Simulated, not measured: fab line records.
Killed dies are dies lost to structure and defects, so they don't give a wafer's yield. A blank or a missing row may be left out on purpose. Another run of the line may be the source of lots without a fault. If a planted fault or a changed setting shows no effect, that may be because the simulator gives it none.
A single fault, viewed from 2 desks :: flow nand-harc :: every desk sees just its own numbers, and what lay behind them comes last

DESK OF THE TOOL OWNER: rie-diel-11
The tool's own readings at NHARC_P_BONDPAD_ETCH_24 (etches the open film in CF4/N2, target depth 30 nm, time 72.99 s): means of the sampled wafers that have a number, for each lot that ran on this tool. The brackets show how far a lot's mean lies from the usual mean; more than 4 standard deviations puts the lot out of limits, marked OUT.
Columns: A = drypump-motor-current-A at NHARC_P_BONDPAD_ETCH_24, usual 5.6 A; B = oes-product-au at NHARC_P_BONDPAD_ETCH_24, usual 1.002 a.u.; C = rf-vpp-V at NHARC_P_BONDPAD_ETCH_24, usual 312.9 V; D = showerhead-plenum-p-Torr at NHARC_P_BONDPAD_ETCH_24, usual 2.54 Torr; E = throttle-valve-pct at NHARC_P_BONDPAD_ETCH_24, usual 19.793 %
lot: L118
first seen here: day 10 05:04
A: 5.5
B: 1.004
C: 313.5
D: 2.58
E: 19.790

lot: L117
first seen here: day 10 06:10
A: 5.8
B: 0.992
C: 314.3
D: 2.63
E: 19.796

lot: L120
first seen here: day 10 12:22
A: 5.7
B: 0.957
C: 313.2
D: 2.58
E: 19.803

lot: L121
first seen here: day 10 17:21
A: 5.5
B: 0.943 (-4.9) OUT
C: 313.4
D: 2.56
E: 19.799
This desk's verdict: out of limits on L121, starting with L121 at day 10 17:21 (oes-product-au at NHARC_P_BONDPAD_ETCH_24). In limits: L118, L117, L120.

METROLOGY DESK
What the gauges read, lot by lot, whatever tool the lot ran on: means of the sampled wafers that have a number. The brackets show how far a lot's mean lies from the usual mean; more than 4 standard deviations puts the lot out of limits, marked OUT.
Columns: A = overlay-x-nm at NHARC_P_BONDPAD_OVL_MEAS_38, usual 1 nm; B = overlay-y-nm at NHARC_P_BONDPAD_OVL_MEAS_38, usual -1 nm
lot: L105
first seen here: day 6 09:01
A: 9
B: 1

lot: L107
first seen here: day 7 04:14
A: 6
B: -2

lot: L110
first seen here: day 7 10:55
A: 2
B: -3

lot: L111
first seen here: day 7 11:41
A: 9
B: -2

lot: L112
first seen here: day 8 08:59
A: 3
B: -6

lot: L113
first seen here: day 8 12:18
A: 4
B: -1

lot: L114
first seen here: day 8 13:32
A: -1
B: -7

lot: L115
first seen here: day 8 20:01
A: -6
B: 3

lot: L118
first seen here: day 10 04:25
A: 7
B: 12

lot: L117
first seen here: day 10 05:28
A: 1
B: 3

lot: L120
first seen here: day 10 11:38
A: -4
B: -7

lot: L121
first seen here: day 10 16:29
A: -1
B: 4
This desk's finding: nothing out of limits on any of the 12 lots.

BROUGHT TOGETHER
An alarm could have come from the tool owner's desk at day 10 17:21, on L121.
Nothing out of limits was seen by the metrology desk.
The metrology desk holds a record of L121, inside its limits.
All the named lots went through NHARC_P_BONDPAD_ETCH_24 on rie-diel-11.

WHAT HAD BEEN PUT IN BY THE SIMULATOR
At NHARC_P_BONDPAD_ETCH_24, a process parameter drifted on rie-diel-11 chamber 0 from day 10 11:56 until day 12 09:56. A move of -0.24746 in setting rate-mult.
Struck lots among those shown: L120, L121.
Each desk's first reading out of limits, in hours after the fault started: the tool owner's desk, 5.
